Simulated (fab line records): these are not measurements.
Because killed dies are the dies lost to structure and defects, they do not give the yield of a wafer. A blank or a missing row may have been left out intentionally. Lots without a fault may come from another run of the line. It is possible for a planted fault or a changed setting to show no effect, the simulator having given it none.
fab line records	flow nand-harc
[record] lots = 12	wafers = 36	last-day = 24
route steps=1159 shown P_BONDPAD@369 THIN_TSV@1116 END@1159
lots untouched by any fault: they come from a run of this same line in which no faults occurred
start-h: the number of hours between the record's first day and the start of the first shown wafer of the lot	wait-h: hours from the lot's prior step to this one	" the same as in the row above	L1.1+2: one row covering several wafers at once	- value missing, or start not given	* or withheld: withheld	< > ~ a bound
route shown NAME@n: NAME is a module with steps in the file, n the number in the route of the first one	usual: mean/standard deviation taken from wafers without a fault	same: alike in all rows	chamber/n: place in a boat	sites: per-site readings	_std_site: standard deviation of those values	_edge_site: the outer-site mean with the inner-site mean subtracted	radius-mm: how far each site lies from the wafer's centre	mask NAME#n: copy n	behind: the most recent tool/chamber to have shaped the wafer	hold: reason for holding the lot/hours on hold/outcome of the hold	device: the n, p or np transistor that did not switch	end of line: tests of these same wafers at the route's end	for a step that has no rows: nothing shown but its recipe	killed: dies lost to structure and defects at the first sort, not the wafer's yield	map: a wafer's dies, x killed, . not, _ none there
set.NAME: the run value of the setting; set.NAME@STEP: its run value at that earlier step	model.NAME: the simulator's own value behind a step, which no gauge read
steps of the route over a sample of lots; a table a step, a row a wafer
services: a tool's chamber out of use, with start hour (start-h, from the record's first day; less than 0 if before it), hours out, and reason
[[steps]]
[step NHARC_P_BONDPAD_ETCH_12]
[recipe] target-depth-a = 2000	time-s = 100	chf3-flow-sccm = 50	o2-flow-sccm = 10	ar-flow-sccm = 200	rf-w = 500	bias-w = 200	chemistry = CHF3/O2
[usual] drypump-motor-current-A = 5.8/0.34	o2-flow-sccm = 10.004/0.029	oes-product-au = 0.935/0.024	rf-vpp-V = 370.3/2.5	showerhead-plenum-p-Torr = 2.39/0.1	throttle-valve-pct = 20.573/0.0079
[same] time-s = 100
lot.wafer	tool	chamber	start-h	wait-h	drypump-motor-current-A	o2-flow-sccm	oes-product-au	rf-hours-counter-h	rf-vpp-V	showerhead-plenum-p-Torr	throttle-valve-pct
L938.3	rie-diel-02	0	140.53	-	5.4	9.992	0.925	60	371.6	2.52	20.574
L938.1	"	1	"	"	5.4	10.015	0.922	59	368.2	2.26	20.576
L938.6	"	3	"	"	6.7	10.032	0.902	-	374.2	2.55	20.569
L937.3	rie-diel-04	1	140.74	-	5.7	9.995	0.959	2	367.8	2.28	20.584
L937.4	"	2	"	"	5.5	10.017	0.950	2	373.4	2.50	20.567
L937.1	"	3	"	"	5.8	9.975	0.968	2	369.3	2.29	20.566
L940.2	rie-diel-04	0	150.14	-	5.7	10.035	0.972	3	373.0	2.49	20.558
L940.4	"	1	"	"	5.7	9.980	0.957	3	366.0	2.28	20.579
L940.3	"	2	"	"	5.6	10.046	0.978	3	373.3	2.49	20.577
L941.4	rie-diel-11	1	150.65	-	5.7	9.975	0.923	43	372.5	2.49	20.563
L941.3	"	0	"	"	6.0	10.040	0.936	44	368.0	2.31	20.554
L941.6	"	1	"	"	5.7	9.966	0.925	-	372.8	2.49	20.568
L944.3	rie-diel-04	2	175.02	-	5.5	10.037	0.923	5	372.6	2.49	20.581
L944.4	"	3	"	"	5.9	10.044	0.903	5	368.4	2.29	20.580
L944.2	"	0	"	"	5.7	10.031	0.926	5	374.3	2.49	20.582
L949.4	rie-diel-04	0	205.74	-	5.7	9.996	0.970	6	373.4	2.49	20.577
L949.3	"	2	"	"	5.5	10.051	0.981	6	373.1	2.49	20.573
L949.1	"	3	"	"	5.8	9.975	0.972	8	366.9	2.29	20.577
L950.1	rie-diel-04	2	206.65	-	5.5	9.984	0.971	6	373.6	2.49	20.577
L950.3	"	3	"	"	5.8	9.976	0.896	8	367.0	2.29	20.581
L950.5	"	3	"	"	5.8	9.983	0.908	-	367.7	2.29	20.572
L948.3	rie-diel-04	1	208.86	-	5.7	9.961	0.929	8	367.8	2.28	20.570
L948.5	"	1	"	"	5.7	9.938	0.932	-	367.6	2.28	20.573
L948.6	"	2	"	"	5.6	9.984	0.980	-	373.6	2.49	20.564
L952.4	rie-diel-11	1	227.93	-	5.7	10.002	0.935	12	373.0	2.48	20.573
L952.1	"	3	"	"	6.0	10.028	0.943	9	369.8	2.36	20.572
L952.5	"	0	"	"	6.0	9.973	0.943	-	368.2	2.30	20.560
L956.1	rie-diel-11	0	241.77	-	6.0	10.000	0.974	14	367.9	2.29	20.586
L956.3	"	1	"	"	5.7	10.020	0.963	16	371.9	2.48	20.570
L956.6	"	1	"	"	5.7	9.996	0.967	-	371.1	2.48	20.578
L959.1	rie-diel-02	3	260.68	0.1	6.7	10.021	0.930	42	374.1	2.53	20.575
L959.2	"	0	"	"	5.4	9.975	0.939	43	372.8	2.50	20.564
L959.6	"	0	"	"	5.4	10.004	0.936	-	372.9	2.50	20.580
L960.3	rie-diel-11	3	263.84	-	6.0	10.014	0.922	24	369.9	2.36	20.572
L960.2	"	1	"	"	5.7	9.935	0.932	26	371.8	2.47	20.571
L960.6	"	0	"	"	6.1	9.957	0.938	-	368.1	2.29	20.578
[step NHARC_THIN_TSV_CD_MEAS_12]
[recipe] target-cd-nm = 1000	landing-energy-ev = 500
[usual] cd-nm = 1000.8/2.1
lot.wafer	tool	chamber	start-h	wait-h	cd-nm
L941.3	cd-sem-03	0	432.24	-	998.8
L941.4	"	0	"	"	1000.3
L941.6	"	0	"	"	1000.9
L937.1	cd-sem-02	0	432.43	-	1000.6
L937.3	"	0	"	"	997.3
L937.4	"	0	"	"	1000.4
L940.2	cd-sem-01	0	432.47	-	1001.2
L940.3	"	0	"	"	1000.3
L940.4	"	0	"	"	1003.5
L938.1	cd-sem-01	0	453.61	-	1003.4
L938.3	"	0	"	"	1000.1
L938.6	"	0	"	"	999.2
L944.2	cd-sem-03	0	478.05	-	1002.3
L944.3	"	0	"	"	998.6
L944.4	"	0	"	"	998.3
L948.3	cd-sem-02	0	499.53	-	1003.0
L948.5	"	0	"	"	1000.2
L948.6	"	0	"	"	999.8
L950.1	cd-sem-02	0	500.67	-	1003.3
L950.3	"	0	"	"	1001.3
L950.5	"	0	"	"	1000.4
L949.1	cd-sem-01	0	515.24	-	1001.2
L949.3	"	0	"	"	1002.7
L949.4	"	0	"	"	999.2
L952.1	cd-sem-01	0	526.17	-	1002.2
L952.4	"	0	"	"	1001.9
L952.5	"	0	"	"	997.6
L956.1	cd-sem-02	0	534.13	-	1002.7
L956.3	"	0	"	"	999.4
L956.6	"	0	"	"	1000.7
L959.1	cd-sem-01	0	558.98	-	1001.4
L959.2	"	0	"	"	1003.5
L959.6	"	0	"	"	1000.0
L960.2	cd-sem-03	0	560.20	-	1003.8
L960.3	"	0	"	"	1002.2
L960.6	"	0	"	"	1000.2
[step NHARC_THIN_TSV_PVD_51]
[recipe] target-thk-a = 1000	chamber-pressure-pa = 5	material = Cu
[usual] throttle-valve-pct = 29.9/1
lot.wafer	tool	chamber	start-h	wait-h	throttle-valve-pct
L941.3	pvd-sputter-02	-	-	-	31.3
L941.4	"	-	"	"	30.2
L941.6	"	-	"	"	30.1
L937.3	pvd-sputter-01	-	-	-	30.3
L937.1	"	-	"	"	30.2
L937.4	"	-	"	"	30.9
L940.4	pvd-sputter-02	-	-	-	30.8
L940.3	"	-	"	"	29.9
L940.2	"	-	"	"	29.8
L938.3	pvd-sputter-01	-	-	-	29.7
L938.1	"	-	"	"	30.7
L938.6	"	-	"	"	31.5
L944.4	pvd-sputter-03	-	-	-	28.8
L944.3	"	-	"	"	28.5
L944.2	"	-	"	"	29.5
L948.3	pvd-sputter-01	-	-	-	30.3
L948.6	"	-	"	"	30.3
L948.5	"	-	"	"	30.8
L950.3	pvd-sputter-03	-	-	-	28.6
L950.1	"	-	"	"	30.7
L950.5	"	-	"	"	29.5
L949.1	pvd-sputter-03	-	-	-	28.2
L949.4	"	-	"	"	30.8
L949.3	"	-	"	"	29.7
L952.4	pvd-sputter-02	-	-	-	30.0
L952.1	"	-	"	"	30.6
L952.5	"	-	"	"	31.1
L956.3	pvd-sputter-03	-	-	-	29.4
L956.1	"	-	"	"	30.8
L956.6	"	-	"	"	28.7
L959.1	pvd-sputter-03	-	-	-	28.1
L959.2	"	-	"	"	30.8
L959.6	"	-	"	"	28.8
L960.2	pvd-sputter-01	-	-	-	31.3
L960.3	"	-	"	"	29.7
L960.6	"	-	"	"	31.4
[step NHARC_THIN_TSV_CMP_21]
[recipe] t-overpolish-s = 30	target-thk-nm = 2000
[usual] edge-zone-pressure-frac = 1.000/0.0042	motor-current-A = 12.1/1	overpolish-run-s = 30.000/0.0093
lot.wafer	tool	chamber	start-h	wait-h	edge-zone-pressure-frac	motor-current-A	overpolish-run-s
L941.4	cmp-02	1	436.59	-	0.996	13.0	30.000
L941.3	"	3	"	"	1.003	11.5	30.008
L941.6	"	1	"	"	1.003	14.2	29.998
L937.3	cmp-01	0	437.20	-	1.000	11.8	30.014
L937.4	"	2	"	"	0.994	12.5	29.997
L937.1	"	3	"	"	1.002	12.6	29.992
L940.3	cmp-01	2	437.43	-	1.000	12.6	30.004
L940.4	"	3	"	"	1.001	13.0	30.005
L940.2	"	0	"	"	1.003	11.6	30.001
L938.1	cmp-04	3	463.76	-	0.997	13.2	30.006
L938.3	"	0	"	"	1.001	12.3	30.013
L938.6	"	1	"	"	0.999	13.4	29.988
L944.2	cmp-04	0	484.23	-	1.008	12.3	29.994
L944.4	"	1	"	"	0.993	13.5	30.018
L944.3	"	3	"	"	0.997	13.0	30.007
L948.3	cmp-01	3	504.42	-	0.996	13.2	30.007
L948.5	"	1	"	"	0.996	11.0	30.013
L948.6	"	2	"	"	1.000	12.1	30.001
L950.3	cmp-02	1	505.14	-	1.002	12.8	30.012
L950.1	"	2	"	"	0.999	11.0	29.996
L950.5	"	1	"	"	1.000	13.0	30.004
L949.3	cmp-04	3	519.92	-	0.999	12.8	29.989
L949.4	"	0	"	"	0.998	11.9	30.014
L949.1	"	2	"	"	1.004	9.8	29.997
L952.4	cmp-04	3	530.61	-	0.996	13.2	29.972
L952.1	"	1	"	"	0.998	13.1	30.000
L952.5	"	0	"	"	0.997	11.9	29.983
L956.1	cmp-04	3	538.51	-	1.000	13.2	29.998
L956.3	"	1	"	"	0.995	13.0	29.996
L956.6	"	3	"	"	0.998	12.8	29.988
L959.2	cmp-01	0	563.36	-	0.995	12.1	30.021
L959.1	"	1	"	"	0.999	10.8	29.992
L959.6	"	3	"	"	0.999	12.3	30.005
L960.2	cmp-02	1	565.28	-	1.000	13.1	30.015
L960.3	"	2	"	"	1.000	11.4	30.010
L960.6	"	0	"	"	1.001	12.5	30.004
[step NHARC_END_SORT_01]
[recipe] temp-c = 25
[usual] defect-limited-yield = 95.1/1.6	killed-at-array = 29/11	killed-at-other = 0.6/1	killed-at-periphery = 3.1/2.1	killed-dies = 33/11	killed-open = 3.1/1.9	killed-short = 1.9/1.5	sort_bin_2_pct = 1.5/0.66	sort_bin_3_pct = 0.29/0.23	sort_bin_4_pct = 3.1/0.98	sort-n-pass = 644/11	sort-rim-yield-pct = 96.9/2.3	sort-yield-pct = 95.1/1.6
[same] gross-dies = 677	sort_bin_5_pct[%] = 0	sort_bin_6_pct[%] = 0	sort_bin_7_pct[%] = 0	sort_bin_8_pct[%] = 0	sort-rim-n-gross = 106.00
lot.wafer	tool	chamber	start-h	wait-h	defect-limited-yield[%]	killed-at-array	killed-at-other	killed-at-periphery	killed-dies	killed-open	killed-short	sort_bin_2_pct[%]	sort_bin_3_pct[%]	sort_bin_4_pct[%]	sort-n-pass	sort-rim-yield-pct[%]	sort-yield-pct[%]
L937.1	prober-02	0	457.44	2.5	94.5	33	0	4	37	3	3	2.1	0.30	3.1	640	97.2	94.5
L937.3	prober-02	0	459.07	3.1	94.4	34	0	4	38	4	1	2.5	0.30	2.8	639	96.2	94.4
L937.4	prober-02	0	459.88	3.5	93.9	39	0	2	41	2	3	1.6	0.15	4.3	636	95.3	93.9
L948.3	prober-02	0	517.16	3.1	84.2	29	0	78	107	4	5	6.8	3.25	5.8	570	99.1	84.2
L948.5	prober-02	0	518.77	3.7	82.6	24	0	94	118	4	2	6.2	5.02	6.2	559	94.3	82.6
L948.6	prober-02	0	519.58	4.0	85.5	34	0	64	98	3	0	6.2	2.81	5.5	579	82.1	85.5
L950.1	prober-02	0	523.41	2.5	86.9	28	1	60	89	2	3	6.1	3.25	3.8	588	85.8	86.9
L950.3	prober-02	0	525.04	3.1	82.7	26	2	89	117	1	2	6.6	4.14	6.5	560	95.3	82.7
L950.5	prober-02	0	526.66	3.8	82.1	27	2	92	121	2	0	6.8	3.84	7.2	556	94.3	82.1
L949.1	prober-01	0	530.69	2.5	82.7	24	0	93	117	3	1	7.5	3.69	6.1	560	94.3	82.7
L949.3	prober-01	0	532.27	3.1	87.1	26	0	61	87	0	3	4.6	3.69	4.6	590	85.8	87.1
L949.4	prober-01	0	533.06	3.4	88.0	26	0	55	81	1	1	3.5	3.25	5.2	596	88.7	88.0
L952.1	prober-01	0	546.17	2.5	95.7	28	0	1	29	1	2	0.7	0.74	2.8	648	100.0	95.7
L952.4	prober-01	0	548.55	3.4	95.0	34	0	0	34	0	3	1.6	0	3.4	643	98.1	95.0
L952.5	prober-01	0	549.34	3.7	94.5	32	1	4	37	2	7	1.8	0.59	3.1	640	100.0	94.5
L956.1	prober-02	0	549.02	2.5	94.4	33	0	5	38	8	2	1.3	0.15	4.1	639	97.2	94.4
L956.3	prober-02	0	550.61	3.1	95.9	27	0	1	28	3	0	1.6	0.15	2.4	649	100.0	95.9
L956.6	prober-02	0	552.99	4.0	97.0	16	0	4	20	2	1	0.7	0.30	1.9	657	97.2	97.0
L959.1	prober-02	0	572.95	2.5	91.9	50	0	5	55	5	2	2.8	0.74	4.6	622	89.6	91.9
L959.2	prober-02	0	573.75	2.8	94.1	36	2	2	40	5	3	1.6	0.44	3.8	637	98.1	94.1
L959.6	prober-02	0	576.95	4.0	95.0	33	1	0	34	3	1	1.9	0.74	2.4	643	98.1	95.0
// killed by level:class
L937.1 A_SLIT:chamber-film-flake=12 A_CHANNEL_HOLE_D1:chamber-film-flake=10 A_CONTACT:chamber-film-flake=4 A_CONTACT:geometric-particle:open=2 P_ZERO_WELL:chamber-film-flake=2 P_CONTACT:geometric-particle:short=1 A_ONON_D1:geometric-particle:open=1 A_ONON_D1:geometric-particle:short=1
L937.3 A_CHANNEL_HOLE_D1:chamber-film-flake=14 A_SLIT:chamber-film-flake=7 A_CONTACT:chamber-film-flake=7 A_WL_FILL:chamber-film-flake=2 P_M1:geometric-particle:open=1 P_M2:geometric-particle:short=1 A_CHANNEL_FILL_D1:geometric-particle:open=1 A_CONTACT:geometric-particle:open=1
L937.4 A_CHANNEL_HOLE_D1:chamber-film-flake=19 A_SLIT:chamber-film-flake=8 A_CONTACT:chamber-film-flake=4 A_STAIRCASE:chamber-film-flake=2 A_ONON_D1:geometric-particle:short=1 A_WL_FILL:geometric-particle:short=1 A_WL_FILL:geometric-particle:open=1 A_CONTACT:geometric-particle:short=1
L948.3 P_BONDPAD:unspecified=78 A_CHANNEL_HOLE_D1:chamber-film-flake=6 A_SLIT:chamber-film-flake=6 A_CONTACT:chamber-film-flake=4 A_CONTACT:geometric-particle:open=2 A_STAIRCASE:chamber-film-flake=2 A_SOURCE_PLATE:geometric-particle:short=1 A_CHANNEL_FILL_D1:geometric-particle:short=1
L948.5 P_BONDPAD:unspecified=91 A_SLIT:chamber-film-flake=11 A_CHANNEL_HOLE_D1:chamber-film-flake=4 A_CONTACT:chamber-film-flake=3 A_STAIRCASE:chamber-film-flake=3 P_GATE:geometric-particle:short=1 P_GATE:geometric-particle:open=1 P_M0:geometric-particle:open=1
L948.6 P_BONDPAD:unspecified=63 A_SLIT:chamber-film-flake=18 A_CHANNEL_HOLE_D1:chamber-film-flake=4 A_STAIRCASE:chamber-film-flake=4 A_CONTACT:chamber-film-flake=4 P_CONTACT:geometric-particle:open=1 A_M0:geometric-particle:open=1 A_M1:geometric-particle:open=1
L950.1 P_BONDPAD:unspecified=59 A_CHANNEL_HOLE_D1:chamber-film-flake=19 A_ZERO_WELL:chamber-film-flake=2 A_STAIRCASE:chamber-film-flake=2 A_ONON_D1:geometric-particle:short=1 A_SGD_CUT:geometric-particle:short=1 A_WL_FILL:geometric-particle:open=1 A_CONTACT:geometric-particle:short=1
L950.3 P_BONDPAD:unspecified=87 A_CHANNEL_HOLE_D1:chamber-film-flake=19 P_M1:chamber-film-flake=2 A_ZERO_WELL:chamber-film-flake=2 A_STAIRCASE:chamber-film-flake=2 THIN_TSV:chamber-film-flake=2 A_ONON_D1:geometric-particle:short=1 A_BLC:geometric-particle:open=1
L950.5 P_BONDPAD:unspecified=88 A_CHANNEL_HOLE_D1:chamber-film-flake=21 P_M1:chamber-film-flake=3 A_STAIRCASE:chamber-film-flake=3 THIN_TSV:chamber-film-flake=2 A_ONON_D1:geometric-particle:open=1 A_CONTACT:geometric-particle:open=1 P_M2:chamber-film-flake=1
L949.1 P_BONDPAD:unspecified=92 A_CHANNEL_HOLE_D1:chamber-film-flake=16 A_STAIRCASE:chamber-film-flake=3 A_CONTACT:chamber-film-flake=2 P_GATE:geometric-particle:open=1 A_ONON_D1:geometric-particle:open=1 A_CONTACT:geometric-particle:short=1 A_M0:geometric-particle:open=1
L949.3 P_BONDPAD:unspecified=58 A_CHANNEL_HOLE_D1:chamber-film-flake=14 A_CONTACT:chamber-film-flake=7 P_ZERO_WELL:chamber-film-flake=3 A_STAIRCASE:chamber-film-flake=2 A_CHANNEL_HOLE_D1:geometric-particle:short=1 A_CHANNEL_FILL_D1:geometric-particle:short=1 A_WL_FILL:geometric-particle:short=1
L949.4 P_BONDPAD:unspecified=54 A_CHANNEL_HOLE_D1:chamber-film-flake=19 A_CONTACT:chamber-film-flake=3 A_STAIRCASE:chamber-film-flake=2 A_CHANNEL_FILL_D1:geometric-particle:short=1 A_BLC:geometric-particle:open=1 P_STI:chamber-film-flake=1
L952.1 A_CHANNEL_HOLE_D1:chamber-film-flake=21 A_STAIRCASE:chamber-film-flake=2 A_CONTACT:chamber-film-flake=2 A_SOURCE_PLATE:geometric-particle:short=1 A_WL_FILL:geometric-particle:short=1 A_M0:geometric-particle:open=1 P_STI:chamber-film-flake=1
L952.4 A_CHANNEL_HOLE_D1:chamber-film-flake=19 A_CONTACT:chamber-film-flake=9 A_STAIRCASE:chamber-film-flake=2 A_CHANNEL_FILL_D1:geometric-particle:short=1 A_SGD_CUT:geometric-particle:short=1 A_WL_FILL:geometric-particle:short=1 A_BLC:chamber-film-flake=1
L956.1 A_CHANNEL_HOLE_D1:chamber-film-flake=12 A_CONTACT:chamber-film-flake=7 A_CHANNEL_FILL_D1:geometric-particle:open=4 P_GATE:chamber-film-flake=3 A_M0:chamber-film-flake=3 P_M1:geometric-particle:open=2 A_STAIRCASE:chamber-film-flake=2 A_ONON_D1:geometric-particle:open=1
L952.5 A_CHANNEL_HOLE_D1:chamber-film-flake=21 A_STAIRCASE:chamber-film-flake=3 A_M0:geometric-particle:short=2 P_STI:geometric-particle:short=1 A_SOURCE_PLATE:geometric-particle:short=1 A_ONON_D1:geometric-particle:short=1 A_CHANNEL_HOLE_D1:geometric-particle:short=1 A_CONTACT:geometric-particle:short=1
L956.3 A_CHANNEL_HOLE_D1:chamber-film-flake=14 A_CONTACT:chamber-film-flake=7 A_STAIRCASE:chamber-film-flake=2 A_M0:chamber-film-flake=2 P_M2:geometric-particle:open=1 A_WL_FILL:geometric-particle:open=1 A_M0:geometric-particle:open=1
L956.6 A_CHANNEL_HOLE_D1:chamber-film-flake=7 A_STAIRCASE:chamber-film-flake=4 A_CONTACT:chamber-film-flake=3 P_GATE:chamber-film-flake=2 P_CONTACT:geometric-particle:open=1 A_CHANNEL_FILL_D1:geometric-particle:short=1 A_CHANNEL_FILL_D1:geometric-particle:open=1 P_STI:chamber-film-flake=1
L959.1 A_SLIT:chamber-film-flake=22 A_STAIRCASE:chamber-film-flake=9 A_CONTACT:chamber-film-flake=9 A_CHANNEL_HOLE_D1:chamber-film-flake=7 P_M0:geometric-particle:open=2 P_CONTACT:geometric-particle:open=1 P_M1:geometric-particle:open=1 A_ONON_D1:geometric-particle:short=1
L959.2 A_SLIT:chamber-film-flake=16 A_CHANNEL_HOLE_D1:chamber-film-flake=7 A_CONTACT:chamber-film-flake=5 A_M0:geometric-particle:open=2 P_M0:geometric-particle:open=1 A_ONON_D1:geometric-particle:short=1 A_ONON_D1:geometric-particle:open=1 A_CHANNEL_FILL_D1:geometric-particle:short=1
L959.6 A_SLIT:chamber-film-flake=14 A_CHANNEL_HOLE_D1:chamber-film-flake=7 A_STAIRCASE:chamber-film-flake=4 A_CONTACT:chamber-film-flake=4 A_ONON_D1:geometric-particle:open=1 A_SGD_CUT:geometric-particle:short=1 A_M0:geometric-particle:open=1 STARTING-WAFER:geometric-particle:open=1
[[services]]
tool	chamber	start-h	hours	kind
cmp-04	-	120.38	0.9	repair
pvd-sputter-03	-	171.17	48.7	repair
rie-diel-04	2	185.65	9.5	repair
rie-diel-04	-	189.96	0.5	repair
rie-diel-04	0	190.58	9.3	repair
cmp-04	-	196.04	1.2	repair
cmp-04	-	199.58	1.4	repair
cmp-04	-	203.01	4.0	pm
cmp-04	-	213.88	3.5	repair
rie-diel-04	1	240.11	6.5	repair
pvd-sputter-03	-	275.43	3.7	repair
pvd-sputter-03	-	280.00	10.0	pm
rie-diel-04	-	288.90	9.0	pm
cmp-04	-	299.15	1.4	repair
cmp-04	-	301.10	4.0	pm
rie-diel-04	0	318.01	31.7	repair
rie-diel-04	2	340.91	9.2	repair
rie-diel-04	1	367.86	16.2	repair
rie-diel-04	2	426.20	2.4	repair
rie-diel-04	3	454.16	9.2	repair
rie-diel-04	-	465.90	9.0	pm
rie-diel-04	2	519.43	3.5	repair
rie-diel-04	2	531.83	2.2	repair
rie-diel-04	1	541.81	14.4	repair
[[key]]
[first-sign] step = NHARC_END_SORT_01	reading = killed-at-periphery	direction = up	sigmas = 34	usual = 3.1	struck = 76.2
[effect] step = NHARC_END_SORT_01	reading = killed-dies	direction = up	sigmas = 6.7	usual = 33	struck = 104
[more-kills-born-at] NHARC_P_BONDPAD_ETCH_12@rie-diel-04 = 670
met-at NHARC_P_BONDPAD_ETCH_12
struck-lots L948,L949,L950
not-acting-at NHARC_THIN_TSV_CD_MEAS_12,NHARC_THIN_TSV_PVD_51,NHARC_THIN_TSV_CMP_21
onset-between 175.02 205.74
[fault] kind = chamber-particle-source	tool = rie-diel-04	chamber = -	onset-h = 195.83	steps = NHARC_P_BONDPAD_ETCH_12	rate-per-visit-cm2 = 0.91959	end-h = 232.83
